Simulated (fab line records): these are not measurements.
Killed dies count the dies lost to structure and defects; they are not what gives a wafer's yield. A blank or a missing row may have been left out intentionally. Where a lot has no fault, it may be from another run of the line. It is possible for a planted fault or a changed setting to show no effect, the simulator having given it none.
fab line records	flow nand_harc
[record] lots = 13	wafers = 39	last_day = 34
route steps=1302 shown A_M1@1190 A_BONDPAD@1204 THIN_TSV@1244 END@1302
lots with no fault: from the same line, run without faults
start_h: the number of hours between the record's first day and the start of the first shown wafer of the lot	wait_h: hours from the lot's prior step to this one	" as in the row above	L1.1+2: a single row standing in for several wafers	- value missing, or start not given	* or withheld: withheld	< > ~ a bound
route shown NAME@n: NAME is a module with steps in the file, n the number in the route of the first one	usual: the fault-free wafers' mean and standard deviation	same: alike in all rows	chamber/n: place in a boat	sites: each site's reading	_std_site: their standard deviation	_edge_site: mean of outer sites minus mean of inner sites	radius_mm: for every site, how far away it sits from the centre of the wafer	mask NAME#n: copy n	behind: the tool/chamber that last shaped the wafer	hold: reason for holding the lot/hours on hold/outcome of the hold	device: the n, p or np transistor that did not switch	end of line: the same wafers' tests at the end of the route	for a step that has no rows: nothing shown but its recipe	killed: not the wafer's yield, but the dies lost to structure and defects at the first sort	map: a wafer's dies, marking killed ones x, the rest . and places with no die _
set.NAME: the setting that was run; set.NAME@STEP: the one run at that earlier step	model.NAME: the simulator's own value behind a step, which no gauge read
a sample of lots followed through the steps of the route, with each step as a table and each wafer as a row
services: the hour from which a tool's chamber was out of use, counted from the record's first day as start_h (under 0 if before that day), plus the number of hours and why
[[steps]]
[step NHARC_A_M1_PRE_CLEAN_30]
[recipe] time_s = 30	temp_c = 280	gas = H2/He
[usual] heater_power_w = 417/34	susceptor_temp_C = 280.00/0.18
[same] time_s = 30
lot.wafer	tool	chamber	start_h	wait_h	heater_power_w	susceptor_temp_C
L611.2	pvd_sputter-02	-	553.59	-	443	279.88
L611.3	"	-	"	"	451	280.11
L611.1	"	-	"	"	430	280.19
L612.2	pvd_sputter-01	-	579.34	-	446	280.06
L612.1	"	-	"	"	386	280.09
L612.4	"	-	"	"	459	280.06
L613.2	pvd_sputter-03	-	581.98	-	385	279.91
L613.5	"	-	"	"	400	279.63
L613.6	"	-	"	"	433	280.04
L614.4	pvd_sputter-01	-	604.61	-	448	279.84
L614.3	"	-	"	"	343	279.95
L614.5	"	-	"	"	434	279.98
L615.3	pvd_sputter-03	-	623.64	-	429	279.79
L615.1	"	-	"	"	390	279.98
L615.5	"	-	"	"	418	279.79
L616.1	pvd_sputter-01	-	629.39	-	381	280.13
L616.4	"	-	"	"	340	280.04
L616.5	"	-	"	"	431	279.82
L619.4	pvd_sputter-02	-	651.30	-	397	279.61
L619.2	"	-	"	"	425	280.31
L619.1	"	-	"	"	453	279.99
L621.4	pvd_sputter-01	-	652.07	-	443	280.06
L621.1	"	-	"	"	389	279.95
L621.6	"	-	"	"	371	279.94
L622.4	pvd_sputter-01	-	680.54	-	385	279.62
L622.5	"	-	"	"	390	279.83
L622.6	"	-	"	"	347	280.27
L624.2	pvd_sputter-03	-	701.97	-	439	279.81
L624.1	"	-	"	"	393	280.02
L624.6	"	-	"	"	431	279.89
L628.2	pvd_sputter-03	-	732.96	-	426	280.14
L628.3	"	-	"	"	445	280.04
L628.5	"	-	"	"	430	279.82
L629.1	pvd_sputter-03	-	748.39	-	434	280.30
L629.3	"	-	"	"	442	280.12
L629.6	"	-	"	"	444	279.87
L631.1	pvd_sputter-01	-	771.00	-	465	279.80
L631.3	"	-	"	"	380	280.00
L631.4	"	-	"	"	486	280.20
[step NHARC_A_BONDPAD_THK_MEAS_30]
[recipe] thk_meas_gauge = ellipsometry
[usual] thk_nm = 199.5/1.7
lot.wafer	tool	chamber	start_h	wait_h	thk_nm
L611.1	film_metro-02	-	556.45	0.2	200.1
L611.2	"	-	"	"	201.0
L611.3	"	-	"	"	198.6
L612.1	film_metro-02	-	582.20	0.2	197.0
L612.2	"	-	"	"	200.0
L612.4	"	-	"	"	201.8
L613.2	film_metro-02	-	584.81	0.2	198.3
L613.5	"	-	"	"	199.6
L613.6	"	-	"	"	198.8
L614.3	film_metro-02	-	607.53	0.2	197.2
L614.4	"	-	"	"	199.0
L614.5	"	-	"	"	196.3
L615.1	film_metro-02	-	626.52	0.2	200.4
L615.3	"	-	"	"	199.8
L615.5	"	-	"	"	198.0
L616.1	film_metro-01	-	632.26	0.2	203.1
L616.4	"	-	"	"	199.7
L616.5	"	-	"	"	200.8
L619.1	film_metro-02	-	654.18	0.2	196.0
L619.2	"	-	"	"	201.3
L619.4	"	-	"	"	196.5
L621.1	film_metro-01	-	654.94	0.1	198.3
L621.4	"	-	"	"	199.1
L621.6	"	-	"	"	197.3
L622.4	film_metro-01	-	683.38	0.2	199.7
L622.5	"	-	"	"	199.6
L622.6	"	-	"	"	199.9
L624.1	film_metro-01	-	704.86	0.2	198.4
L624.2	"	-	"	"	198.0
L624.6	"	-	"	"	200.6
L628.2	film_metro-02	-	735.82	0.2	196.1
L628.3	"	-	"	"	201.4
L628.5	"	-	"	"	198.8
L629.1	film_metro-02	-	751.25	0.2	202.8
L629.3	"	-	"	"	200.9
L629.6	"	-	"	"	201.0
L631.1	film_metro-02	-	773.86	0.2	201.2
L631.3	"	-	"	"	201.7
L631.4	"	-	"	"	199.1
[step NHARC_A_BONDPAD_DEGAS_25]
[recipe] temp_c = 300	time_s = 60
[usual] heater_power_w = 475/37	susceptor_temp_C = 300.00/0.17
[same] time_s = 60
lot.wafer	tool	chamber	start_h	wait_h	heater_power_w	susceptor_temp_C
L611.3	pvd_sputter-02	-	558.04	-	502	-
L611.1	"	-	"	"	492	-
L611.2	"	-	"	"	522	-
L612.1	pvd_sputter-03	-	583.80	-	497	299.95
L612.4	"	-	"	"	440	300.08
L612.2	"	-	"	"	469	299.81
L613.2	pvd_sputter-03	-	586.41	-	450	300.05
L613.5	"	-	"	"	476	300.44
L613.6	"	-	"	"	497	299.97
L614.3	pvd_sputter-02	-	609.25	-	510	300.29
L614.4	"	-	"	"	492	300.00
L614.5	"	-	"	"	510	300.05
L615.3	pvd_sputter-03	-	628.29	-	466	300.16
L615.1	"	-	"	"	498	299.79
L615.5	"	-	"	"	468	299.94
L616.1	pvd_sputter-03	-	633.90	-	465	-
L616.4	"	-	"	"	502	-
L616.5	"	-	"	"	506	-
L619.4	pvd_sputter-02	-	655.79	-	524	299.90
L619.1	"	-	"	"	510	299.87
L619.2	"	-	"	"	442	299.94
L621.4	pvd_sputter-02	-	656.68	-	504	299.95
L621.1	"	-	"	"	448	300.20
L621.6	"	-	"	"	484	300.07
L622.4	pvd_sputter-03	-	685.11	-	448	299.83
L622.6	"	-	"	"	506	299.76
L622.5	"	-	"	"	455	300.07
L624.2	pvd_sputter-01	-	706.52	-	433	299.78
L624.1	"	-	"	"	383	300.24
L624.6	"	-	"	"	513	299.85
L628.3	pvd_sputter-01	-	737.54	-	504	299.92
L628.2	"	-	"	"	434	300.49
L628.5	"	-	"	"	439	300.14
L629.1	pvd_sputter-03	-	752.84	-	480	300.12
L629.3	"	-	"	"	437	300.14
L629.6	"	-	"	"	497	299.82
L631.1	pvd_sputter-03	-	775.62	-	446	300.12
L631.3	"	-	"	"	499	300.23
L631.4	"	-	"	"	491	300.04
[step NHARC_A_BONDPAD_THK_MEAS_20]
[recipe] thk_meas_gauge = xrf
[usual] thk_nm = 169.6/1.5
lot.wafer	tool	chamber	start_h	wait_h	thk_nm
L611.1	film_metro-02	-	559.45	-	169.4
L611.2	"	-	"	"	169.9
L611.3	"	-	"	"	170.3
L612.1	film_metro-01	-	585.21	-	168.2
L612.2	"	-	"	"	170.8
L612.4	"	-	"	"	167.5
L613.2	film_metro-01	-	587.80	-	170.9
L613.5	"	-	"	"	172.2
L613.6	"	-	"	"	171.3
L614.3	film_metro-02	-	610.65	-	168.7
L614.4	"	-	"	"	170.3
L614.5	"	-	"	"	169.1
L615.1	film_metro-01	-	629.69	-	168.9
L615.3	"	-	"	"	172.8
L615.5	"	-	"	"	170.6
L616.1	film_metro-01	-	635.31	-	170.9
L616.4	"	-	"	"	167.9
L616.5	"	-	"	"	170.8
L619.1	film_metro-01	-	657.22	-	169.9
L619.2	"	-	"	"	169.9
L619.4	"	-	"	"	170.4
L621.1	film_metro-01	-	658.13	-	169.3
L621.4	"	-	"	"	166.5
L621.6	"	-	"	"	168.7
L622.4	film_metro-01	-	686.50	-	166.1
L622.5	"	-	"	"	166.6
L622.6	"	-	"	"	169.4
L624.1	film_metro-01	-	707.93	-	170.0
L624.2	"	-	"	"	169.8
L624.6	"	-	"	"	168.5
L628.2	film_metro-01	-	738.94	-	167.9
L628.3	"	-	"	"	169.3
L628.5	"	-	"	"	171.5
L629.1	film_metro-02	-	754.47	-	169.7
L629.3	"	-	"	"	167.2
L629.6	"	-	"	"	166.4
L631.1	film_metro-01	-	777.11	-	169.2
L631.3	"	-	"	"	171.8
L631.4	"	-	"	"	169.7
[step NHARC_THIN_TSV_GRIND_00]
[recipe] target_thk_um = 6
[usual] motor_current_A = 12.000/0.021
lot.wafer	tool	chamber	start_h	wait_h	hold	motor_current_A
L611.1	grinder-01	0	571.09	0.1	-	11.970
L611.2	"	0	"	"	-	12.011
L611.3	"	0	"	"	-	11.974
L612.1	grinder-01	0	598.04	0.1	-	12.018
L612.2	"	0	"	"	-	11.995
L612.4	"	0	"	"	-	11.994
L613.2	grinder-01	0	599.43	1.5	-	12.052
L613.5	"	0	"	"	-	11.986
L613.6	"	0	"	"	-	12.037
L614.3	grinder-01	0	623.72	0.5	-	12.004
L614.4	"	0	"	"	-	12.000
L614.5	"	0	"	"	-	11.970
L615.1	grinder-01	0	639.60	0.1	-	11.992
L615.3	"	0	"	"	-	11.995
L615.5	"	0	"	"	-	11.987
L616.1	grinder-01	0	645.16	0.1	-	12.022
L616.4	"	0	"	"	-	11.988
L616.5	"	0	"	"	-	11.988
L619.1	grinder-01	0	667.15	0.1	-	11.969
L619.2	"	0	"	"	-	11.992
L619.4	"	0	"	"	-	11.942
L621.1	grinder-01	0	671.57	4.4	await_dispo/4.2h/release	11.970
L621.4	"	0	"	"	await_dispo/4.2h/release	12.027
L621.6	"	0	"	"	await_dispo/4.2h/release	11.992
L622.4	grinder-01	0	698.17	3.6	await_dispo/2.8h/release	12.006
L622.5	"	0	"	"	await_dispo/2.8h/release	11.991
L622.6	"	0	"	"	await_dispo/2.8h/release	12.002
L624.1	grinder-01	0	718.17	1.4	-	12.028
L624.2	"	0	"	"	-	11.984
L624.6	"	0	"	"	-	11.969
L628.2	grinder-01	0	753.18	0.3	-	11.992
L628.3	"	0	"	"	-	11.971
L628.5	"	0	"	"	-	11.994
L629.1	grinder-01	0	764.18	0.1	-	11.978
L629.3	"	0	"	"	-	12.006
L629.6	"	0	"	"	-	11.996
L631.1	grinder-01	0	787.00	0.1	-	12.003
L631.3	"	0	"	"	-	11.992
L631.4	"	0	"	"	-	12.015
[step NHARC_END_SORT_01]
[recipe] temp_c = 25
[usual] defect_limited_yield = 89.9/2.7	killed_at_array = 64/18	killed_at_other = 0.8/1.1	killed_at_periphery = 3.8/2.7	killed_dies = 68/18	killed_open = 3.3/1.9	killed_short = 2.3/1.8
[same] gross_dies = 677
lot.wafer	tool	chamber	start_h	wait_h	hold	defect_limited_yield[%]	killed_at_array	killed_at_other	killed_at_periphery	killed_dies	killed_open	killed_short
L611.1	prober-01	0	592.45	2.5	-	86.4	86	2	4	92	3	1
L611.2	prober-01	0	593.25	2.8	-	88.2	72	1	7	80	2	2
L611.3	prober-01	0	594.05	3.1	-	86.1	87	0	7	94	1	0
L612.1	prober-01	0	615.72	2.5	-	87.7	80	0	3	83	2	2
L612.2	prober-01	0	616.51	2.8	-	87.1	85	1	1	87	1	0
L612.4	prober-01	0	618.11	3.4	-	86.3	92	0	1	93	4	4
L613.2	prober-02	0	616.57	2.8	-	91.3	56	0	3	59	4	3
L613.5	prober-02	0	619.00	3.7	-	89.8	65	2	2	69	1	2
L613.6	prober-02	0	619.81	4.1	-	91.0	59	0	2	61	2	0
L614.3	prober-01	0	642.29	3.1	-	88.8	62	3	11	76	2	1
L614.4	prober-01	0	643.09	3.4	-	88.9	63	3	9	75	8	2
L614.5	prober-01	0	643.90	3.7	-	89.5	65	4	2	71	4	4
L615.1	prober-02	0	657.96	2.5	-	94.5	28	4	5	37	2	5
L615.3	prober-02	0	659.55	3.1	-	95.3	28	0	4	32	2	0
L615.5	prober-02	0	661.14	3.7	-	92.6	42	1	7	50	5	4
L616.1	prober-02	0	665.72	2.5	-	89.4	71	0	1	72	3	1
L616.4	prober-02	0	668.07	3.4	-	87.7	82	1	0	83	3	3
L616.5	prober-02	0	668.86	3.6	-	88.5	72	1	5	78	4	2
L619.1	prober-02	0	686.18	2.5	-	92.3	48	1	3	52	4	6
L619.2	prober-02	0	686.98	2.8	-	90.4	58	1	6	65	5	2
L619.4	prober-02	0	688.58	3.4	-	92.5	48	0	3	51	3	3
L621.1	prober-01	0	707.50	2.6	await_dispo/3.2h/release	84.2	103	0	4	107	3	6
L621.4	prober-01	0	709.91	3.4	await_dispo/3.2h/release	82.9	113	0	3	116	1	2
L621.6	prober-01	0	711.52	4.0	await_dispo/3.2h/release	83.8	107	0	3	110	3	1
L622.4	prober-01	0	723.43	3.4	await_dispo/6.1h/release	83.0	112	1	2	115	2	3
L622.5	prober-01	0	724.24	3.7	await_dispo/6.1h/release	85.2	99	0	1	100	5	1
L622.6	prober-01	0	725.04	4.0	await_dispo/6.1h/release	82.4	117	1	1	119	3	4
L624.1	prober-01	0	735.99	2.5	-	89.7	67	1	2	70	5	0
L624.2	prober-01	0	736.77	2.8	-	88.3	78	1	0	79	2	1
L624.6	prober-01	0	739.89	3.9	-	88.5	72	3	3	78	3	4
L628.2	prober-02	0	771.52	2.8	-	89.7	65	2	3	70	2	3
L628.3	prober-02	0	772.32	3.1	-	92.0	48	2	4	54	5	1
L628.5	prober-02	0	773.91	3.7	-	91.7	49	2	5	56	5	0
L629.1	prober-02	0	786.76	2.5	-	90.5	63	0	1	64	1	3
L629.3	prober-02	0	788.37	3.1	-	87.4	85	0	0	85	1	3
L629.6	prober-02	0	790.77	4.0	-	87.4	77	1	7	85	5	1
L631.1	prober-01	0	807.80	2.5	-	84.5	99	1	5	105	6	2
L631.3	prober-01	0	809.42	3.1	-	87.9	81	0	1	82	5	1
L631.4	prober-01	0	810.23	3.4	-	87.9	79	0	3	82	4	2
// killed by level:class
L611.1 A_CHANNEL_HOLE_D1:chamber_film_flake=27 A_SLIT:chamber_film_flake=26 A_CHANNEL_HOLE_D2:chamber_film_flake=21 A_STAIRCASE:chamber_film_flake=4 A_CONTACT:chamber_film_flake=3 P_ZERO_WELL:chamber_film_flake=2 A_CHANNEL_FILL_D2:chamber_film_flake=2 A_CHANNEL_FILL_D2:geometric_particle:short=1
L611.2 A_SLIT:chamber_film_flake=24 A_CHANNEL_HOLE_D2:chamber_film_flake=22 A_CHANNEL_HOLE_D1:chamber_film_flake=20 A_STAIRCASE:chamber_film_flake=3 A_CONTACT:chamber_film_flake=3 P_M0:geometric_particle:open=2 P_STI:chamber_film_flake=2 P_GATE:chamber_film_flake=2
L611.3 A_CHANNEL_HOLE_D2:chamber_film_flake=32 A_SLIT:chamber_film_flake=27 A_CHANNEL_HOLE_D1:chamber_film_flake=25 P_STI:chamber_film_flake=5 A_CONTACT:chamber_film_flake=3 P_CONTACT:geometric_particle:open=1 P_ZERO_WELL:chamber_film_flake=1
L612.1 A_SLIT:chamber_film_flake=28 A_CHANNEL_HOLE_D2:chamber_film_flake=26 A_CHANNEL_HOLE_D1:chamber_film_flake=14 A_STAIRCASE:chamber_film_flake=4 A_CONTACT:chamber_film_flake=4 A_ONON_D1:geometric_particle:open=1 A_ONON_D2:geometric_particle:short=1 A_CHANNEL_HOLE_D2:geometric_particle:open=1
L612.2 A_CHANNEL_HOLE_D2:chamber_film_flake=27 A_SLIT:chamber_film_flake=25 A_CHANNEL_HOLE_D1:chamber_film_flake=22 A_CONTACT:chamber_film_flake=5 A_STAIRCASE:chamber_film_flake=3 A_M1:geometric_particle:open=1 P_GATE:chamber_film_flake=1 A_DECK1_JOINT:chamber_film_flake=1
L613.2 A_SLIT:chamber_film_flake=27 A_STAIRCASE:chamber_film_flake=8 A_CHANNEL_HOLE_D2:chamber_film_flake=6 A_CONTACT:chamber_film_flake=5 A_CHANNEL_HOLE_D1:chamber_film_flake=3 P_ZERO_WELL:chamber_film_flake=2 P_M2:geometric_particle:open=1 A_ONON_D1:geometric_particle:short=1
L612.4 A_CHANNEL_HOLE_D2:chamber_film_flake=29 A_SLIT:chamber_film_flake=29 A_CHANNEL_HOLE_D1:chamber_film_flake=23 A_CHANNEL_HOLE_D1:geometric_particle:open=2 P_M0:geometric_particle:open=1 A_ONON_D1:geometric_particle:open=1 A_CHANNEL_HOLE_D1:geometric_particle:short=1 A_ONON_D2:geometric_particle:short=1
L613.5 A_SLIT:chamber_film_flake=27 A_CHANNEL_HOLE_D2:chamber_film_flake=14 A_STAIRCASE:chamber_film_flake=7 A_CHANNEL_HOLE_D1:chamber_film_flake=6 A_CONTACT:chamber_film_flake=6 THIN_TSV:chamber_film_flake=2 P_CONTACT:geometric_particle:short=1 A_SGD_CUT:geometric_particle:open=1
L613.6 A_SLIT:chamber_film_flake=26 A_CHANNEL_HOLE_D2:chamber_film_flake=16 A_STAIRCASE:chamber_film_flake=6 A_CONTACT:chamber_film_flake=3 A_WL_FILL:chamber_film_flake=3 A_CHANNEL_HOLE_D1:chamber_film_flake=2 A_M0:geometric_particle:open=1 A_M1:geometric_particle:open=1
L614.3 A_CHANNEL_HOLE_D1:chamber_film_flake=32 A_CHANNEL_HOLE_D2:chamber_film_flake=19 A_CONTACT:chamber_film_flake=5 P_GATE:chamber_film_flake=3 P_M0:chamber_film_flake=3 P_BONDPAD:chamber_film_flake=3 A_BONDPAD:chamber_film_flake=2 THIN_TSV:chamber_film_flake=2
L614.4 A_CHANNEL_HOLE_D1:chamber_film_flake=36 A_CHANNEL_HOLE_D2:chamber_film_flake=11 P_GATE:chamber_film_flake=7 A_SLIT:chamber_film_flake=5 A_ONON_D1:geometric_particle:open=2 A_WL_FILL:geometric_particle:open=2 P_CONTACT:geometric_particle:open=1 P_M0:geometric_particle:open=1
L614.5 A_CHANNEL_HOLE_D1:chamber_film_flake=33 A_CHANNEL_HOLE_D2:chamber_film_flake=9 A_SLIT:chamber_film_flake=5 HYBRID_BOND:chamber_film_flake=3 A_CHANNEL_FILL_D1:geometric_particle:short=2 A_ONON_D2:geometric_particle:open=2 A_WL_FILL:geometric_particle:short=2 A_STAIRCASE:chamber_film_flake=2
L615.1 A_CHANNEL_HOLE_D2:chamber_film_flake=8 A_CHANNEL_HOLE_D1:chamber_film_flake=6 A_CONTACT:chamber_film_flake=6 THIN_TSV:chamber_film_flake=4 A_STAIRCASE:chamber_film_flake=2 P_GATE:geometric_particle:open=1 P_CONTACT:geometric_particle:short=1 P_M0:geometric_particle:short=1
L615.3 A_CHANNEL_HOLE_D2:chamber_film_flake=14 A_CHANNEL_HOLE_D1:chamber_film_flake=5 P_M0:chamber_film_flake=2 A_SLIT:chamber_film_flake=2 A_CONTACT:chamber_film_flake=2 A_CHANNEL_HOLE_D1:geometric_particle:open=1 A_M0:geometric_particle:open=1 P_STI:chamber_film_flake=1
L615.5 A_CHANNEL_HOLE_D2:chamber_film_flake=17 A_CONTACT:chamber_film_flake=6 A_CHANNEL_HOLE_D1:chamber_film_flake=4 A_WL_FILL:geometric_particle:short=3 A_STAIRCASE:chamber_film_flake=3 A_SLIT:chamber_film_flake=3 P_BONDPAD:chamber_film_flake=2 A_BLC:chamber_film_flake=2
L616.1 A_SLIT:chamber_film_flake=31 A_CHANNEL_HOLE_D1:chamber_film_flake=28 A_CHANNEL_FILL_D2:geometric_particle:open=2 A_DECK1_JOINT:chamber_film_flake=2 A_CHANNEL_HOLE_D2:chamber_film_flake=2 A_CONTACT:chamber_film_flake=2 A_BLC:chamber_film_flake=2 P_GATE:geometric_particle:open=1
L616.4 A_SLIT:chamber_film_flake=38 A_CHANNEL_HOLE_D1:chamber_film_flake=27 A_CONTACT:chamber_film_flake=5 A_WL_FILL:chamber_film_flake=3 A_ONON_D1:geometric_particle:short=1 A_CHANNEL_FILL_D1:geometric_particle:open=1 A_ONON_D2:geometric_particle:short=1 A_CONTACT:geometric_particle:short=1
L616.5 A_CHANNEL_HOLE_D1:chamber_film_flake=33 A_SLIT:chamber_film_flake=25 A_CHANNEL_HOLE_D2:unspecified=4 P_GATE:chamber_film_flake=2 A_BLC:chamber_film_flake=2 P_STI:geometric_particle:short=1 P_CONTACT:geometric_particle:open=1 A_CHANNEL_HOLE_D1:geometric_particle:open=1
L619.1 A_CHANNEL_HOLE_D1:chamber_film_flake=26 A_WL_FILL:chamber_film_flake=6 A_CHANNEL_FILL_D1:chamber_film_flake=4 A_SLIT:chamber_film_flake=3 A_DECK1_JOINT:geometric_particle:short=2 A_CONTACT:chamber_film_flake=2 P_CONTACT:geometric_particle:short=1 P_M0:geometric_particle:short=1
L619.2 A_CHANNEL_HOLE_D1:chamber_film_flake=35 A_SLIT:chamber_film_flake=5 P_STI:chamber_film_flake=5 A_CHANNEL_FILL_D1:chamber_film_flake=5 A_CONTACT:chamber_film_flake=3 A_CHANNEL_FILL_D1:geometric_particle:open=2 A_CHANNEL_FILL_D1:geometric_particle:short=2 A_CHANNEL_FILL_D2:geometric_particle:open=2
L619.4 A_CHANNEL_HOLE_D1:chamber_film_flake=35 A_WL_FILL:chamber_film_flake=3 P_STI:chamber_film_flake=2 P_CONTACT:geometric_particle:open=1 A_CHANNEL_FILL_D1:geometric_particle:short=1 A_CHANNEL_FILL_D1:geometric_particle:open=1 A_ONON_D2:geometric_particle:short=1 A_CHANNEL_HOLE_D2:geometric_particle:short=1
L621.1 A_M1:unspecified=53 A_SLIT:chamber_film_flake=31 A_CHANNEL_HOLE_D1:chamber_film_flake=6 A_CONTACT:chamber_film_flake=3 A_CHANNEL_FILL_D1:geometric_particle:short=2 P_CONTACT:chamber_film_flake=2 P_M1:chamber_film_flake=2 A_SOURCE_PLATE:geometric_particle:short=1
L621.4 A_M1:unspecified=71 A_SLIT:chamber_film_flake=31 A_CHANNEL_HOLE_D1:chamber_film_flake=6 A_WL_FILL:geometric_particle:short=2 A_M1:geometric_particle:open=1 P_ZERO_WELL:chamber_film_flake=1 P_STI:chamber_film_flake=1 P_CONTACT:chamber_film_flake=1
L621.6 A_M1:unspecified=56 A_SLIT:chamber_film_flake=36 A_CHANNEL_HOLE_D1:chamber_film_flake=8 A_CONTACT:chamber_film_flake=3 P_CONTACT:chamber_film_flake=2 P_GATE:geometric_particle:open=1 A_CHANNEL_FILL_D1:geometric_particle:open=1 A_WL_FILL:geometric_particle:short=1
L622.4 A_M1:unspecified=52 A_CHANNEL_HOLE_D2:chamber_film_flake=19 A_CHANNEL_HOLE_D1:chamber_film_flake=11 A_SLIT:chamber_film_flake=8 A_CHANNEL_FILL_D1:chamber_film_flake=4 A_DECK1_JOINT:chamber_film_flake=4 A_CONTACT:chamber_film_flake=4 A_CHANNEL_FILL_D2:chamber_film_flake=2
L622.5 A_M1:unspecified=56 A_CHANNEL_HOLE_D2:chamber_film_flake=26 A_CONTACT:chamber_film_flake=5 A_SLIT:chamber_film_flake=3 A_CHANNEL_FILL_D2:geometric_particle:open=2 P_M2:geometric_particle:short=1 A_CHANNEL_FILL_D1:geometric_particle:open=1 A_DECK1_JOINT:geometric_particle:open=1
L622.6 A_M1:unspecified=72 A_CHANNEL_HOLE_D2:chamber_film_flake=25 A_CHANNEL_HOLE_D1:chamber_film_flake=6 A_CHANNEL_FILL_D1:chamber_film_flake=3 A_CONTACT:chamber_film_flake=2 A_WL_FILL:chamber_film_flake=2 P_CONTACT:geometric_particle:open=1 A_CHANNEL_HOLE_D1:geometric_particle:short=1
L624.1 A_SLIT:chamber_film_flake=28 A_CHANNEL_HOLE_D2:chamber_film_flake=24 A_CONTACT:chamber_film_flake=5 A_CHANNEL_HOLE_D2:geometric_particle:open=2 A_STAIRCASE:chamber_film_flake=2 A_ONON_D1:geometric_particle:open=1 A_CHANNEL_FILL_D1:geometric_particle:open=1 A_M0:geometric_particle:open=1
L624.2 A_CHANNEL_HOLE_D2:chamber_film_flake=31 A_SLIT:chamber_film_flake=28 A_CHANNEL_HOLE_D1:chamber_film_flake=7 A_CONTACT:chamber_film_flake=7 A_STAIRCASE:geometric_particle:open=1 A_WL_FILL:geometric_particle:short=1 A_CONTACT:geometric_particle:open=1 A_DECK1_JOINT:chamber_film_flake=1
L624.6 A_SLIT:chamber_film_flake=30 A_CHANNEL_HOLE_D2:chamber_film_flake=22 A_CONTACT:chamber_film_flake=7 A_CHANNEL_HOLE_D1:chamber_film_flake=5 THIN_TSV:chamber_film_flake=2 P_CONTACT:geometric_particle:short=1 P_M2:geometric_particle:open=1 A_ONON_D1:geometric_particle:short=1
L628.2 A_SLIT:chamber_film_flake=35 A_CHANNEL_HOLE_D1:chamber_film_flake=12 A_STAIRCASE:chamber_film_flake=5 A_M0:chamber_film_flake=3 A_CHANNEL_HOLE_D2:chamber_film_flake=2 THIN_TSV:chamber_film_flake=2 A_CHANNEL_FILL_D1:geometric_particle:open=1 A_CHANNEL_HOLE_D2:geometric_particle:short=1
L628.3 A_SLIT:chamber_film_flake=23 A_CHANNEL_HOLE_D1:chamber_film_flake=12 A_STAIRCASE:chamber_film_flake=4 P_M2:chamber_film_flake=2 A_WL_FILL:chamber_film_flake=2 THIN_TSV:chamber_film_flake=2 A_ONON_D1:geometric_particle:open=1 A_DECK1_JOINT:geometric_particle:open=1
L628.5 A_SLIT:chamber_film_flake=21 A_CHANNEL_HOLE_D1:chamber_film_flake=9 A_STAIRCASE:chamber_film_flake=8 P_M2:chamber_film_flake=3 A_CONTACT:chamber_film_flake=3 A_ONON_D2:geometric_particle:open=2 A_WL_FILL:chamber_film_flake=2 THIN_TSV:chamber_film_flake=2
L629.1 A_SLIT:chamber_film_flake=25 A_CHANNEL_HOLE_D2:chamber_film_flake=15 A_CONTACT:chamber_film_flake=9 A_CHANNEL_HOLE_D1:chamber_film_flake=8 A_STAIRCASE:chamber_film_flake=2 P_CONTACT:geometric_particle:short=1 A_ONON_D1:geometric_particle:short=1 A_CHANNEL_HOLE_D1:geometric_particle:open=1
L629.3 A_SLIT:chamber_film_flake=34 A_CHANNEL_HOLE_D2:chamber_film_flake=23 A_CHANNEL_HOLE_D1:chamber_film_flake=11 A_CONTACT:chamber_film_flake=8 A_CHANNEL_FILL_D2:geometric_particle:short=2 A_CHANNEL_FILL_D1:chamber_film_flake=2 A_STAIRCASE:chamber_film_flake=2 A_ONON_D1:geometric_particle:open=1
L629.6 A_CHANNEL_HOLE_D2:chamber_film_flake=24 A_SLIT:chamber_film_flake=24 A_CHANNEL_HOLE_D1:chamber_film_flake=16 A_CONTACT:chamber_film_flake=6 P_ZERO_WELL:chamber_film_flake=3 A_ZERO_WELL:chamber_film_flake=2 P_CONTACT:geometric_particle:open=1 P_M0:geometric_particle:open=1
L631.1 A_CHANNEL_HOLE_D2:chamber_film_flake=29 A_CHANNEL_HOLE_D1:chamber_film_flake=20 A_SLIT:chamber_film_flake=20 A_STAIRCASE:chamber_film_flake=10 A_CONTACT:chamber_film_flake=7 A_SGD_CUT:chamber_film_flake=3 A_CHANNEL_FILL_D2:geometric_particle:open=2 A_WL_FILL:chamber_film_flake=2
L631.3 A_SLIT:chamber_film_flake=25 A_CHANNEL_HOLE_D2:chamber_film_flake=18 A_CHANNEL_HOLE_D1:chamber_film_flake=10 A_STAIRCASE:chamber_film_flake=7 A_CONTACT:chamber_film_flake=7 A_BONDPAD:chamber_film_flake=4 A_CHANNEL_FILL_D1:chamber_film_flake=2 A_SGD_CUT:chamber_film_flake=2
L631.4 A_SLIT:chamber_film_flake=24 A_CHANNEL_HOLE_D1:chamber_film_flake=13 A_CHANNEL_HOLE_D2:chamber_film_flake=11 A_CONTACT:chamber_film_flake=11 A_STAIRCASE:chamber_film_flake=8 P_M2:chamber_film_flake=2 A_SGD_CUT:chamber_film_flake=2 A_WL_FILL:chamber_film_flake=2
[[services]]
tool	chamber	start_h	hours	kind
pvd_sputter-01	-	582.04	10.0	pm
grinder-01	-	587.21	0.8	repair
pvd_sputter-02	-	638.20	10.0	pm
pvd_sputter-01	-	684.99	8.9	repair
pvd_sputter-03	-	704.00	10.0	pm
grinder-01	-	736.00	8.0	pm
pvd_sputter-01	-	760.04	10.0	pm
[[key]]
[first_sign] step = NHARC_END_SORT_01	reading = killed_at_array	direction = up	sigmas = 2.5	usual = 64	struck = 108
[effect] step = NHARC_END_SORT_01	reading = killed_dies	direction = up	sigmas = 2.4	usual = 68	struck = 111
[more_kills_born_at] NHARC_A_M1_PRE_CLEAN_30@pvd_sputter-01 = 360
met_at NHARC_A_M1_PRE_CLEAN_30
struck_lots L621,L622
not_acting_at NHARC_A_BONDPAD_THK_MEAS_30,NHARC_A_BONDPAD_DEGAS_25,NHARC_A_BONDPAD_THK_MEAS_20
onset_between 629.39 652.07
[fault] kind = chamber_particle_source	tool = pvd_sputter-01	chamber = -	onset_h = 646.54	steps = NHARC_A_M1_PRE_CLEAN_30	rate_per_visit_cm2 = 0.63335	end_h = 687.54
